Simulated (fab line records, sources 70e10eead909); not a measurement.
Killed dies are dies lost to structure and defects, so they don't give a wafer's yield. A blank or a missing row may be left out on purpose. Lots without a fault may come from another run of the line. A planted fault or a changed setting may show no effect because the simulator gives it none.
Chamber matching | flow nand_harc | NHARC_A_CONTACT_DEP_85 on pecvd-01: 3 sister chambers
The step deposits SiON, target thk 50 nm. 6 wafers are shown with their chamber, then 12 later ones without.

WAFERS WITH THEIR CHAMBER
wafer  | chamber | heater_power_w (W) | susceptor_temp_C (C)
L091.5 | 0       | 833                | 399.85
L087.2 | 2       | 622                | 399.96
L087.4 | 2       | 618                | 400.06
L092.2 | 1       | 907                | 400.31
L092.4 | 1       | 896                | 400.13
L092.5 | 0       | 882                | 399.79

WAFERS WITHOUT THEIR CHAMBER
wafer  | heater_power_w (W) | susceptor_temp_C (C)
L094.1 | 649                | 400.08
L094.3 | 884                | 400.28
L094.5 | 905                | 400.08
L096.1 | 742                | 399.79
L096.5 | 877                | 399.67
L096.6 | 724                | 399.94
L093.2 | 788                | 400.07
L093.3 | 874                | 400.51
L093.5 | 624                | 399.94
L097.2 | 699                | 399.84
L097.4 | 774                | 399.67
L097.5 | 858                | 400.04

WHICH CHAMBER EACH WENT THROUGH
wafer  | from the rows above     | in truth
L094.1 | 2                       | 2
L094.3 | 1                       | 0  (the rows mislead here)
L094.5 | 1                       | 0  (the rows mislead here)
L096.1 | can't be placed: 0 or 2 | 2
L096.5 | 0                       | 0
L096.6 | can't be placed: 2 or 0 | 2
L093.2 | can't be placed: 0 or 1 | 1
L093.3 | 1                       | 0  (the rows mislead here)
L093.5 | 2                       | 2
L097.2 | 2                       | 2
L097.4 | 0                       | 0
L097.5 | can't be placed: 0 or 1 | 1
Placed correctly: 5 of 12. Can't be placed from these rows: 4 (the true chamber is among the candidates in 4). Placed wrongly: 3.
How it was worked out, from the rows above alone: a wafer's distance from a chamber is the root of the sum, over the readings, of the square of ((its reading less the chamber's mean) divided by the reading's scatter). The wafer belongs to the nearest chamber; if the next one is less than 2 further off, it can't be placed. A chamber's mean is the mean of its shown wafers. The scatter: the root of (the sum of the squares of (reading less its chamber's mean) over the shown wafers, divided by (wafers less chambers)).
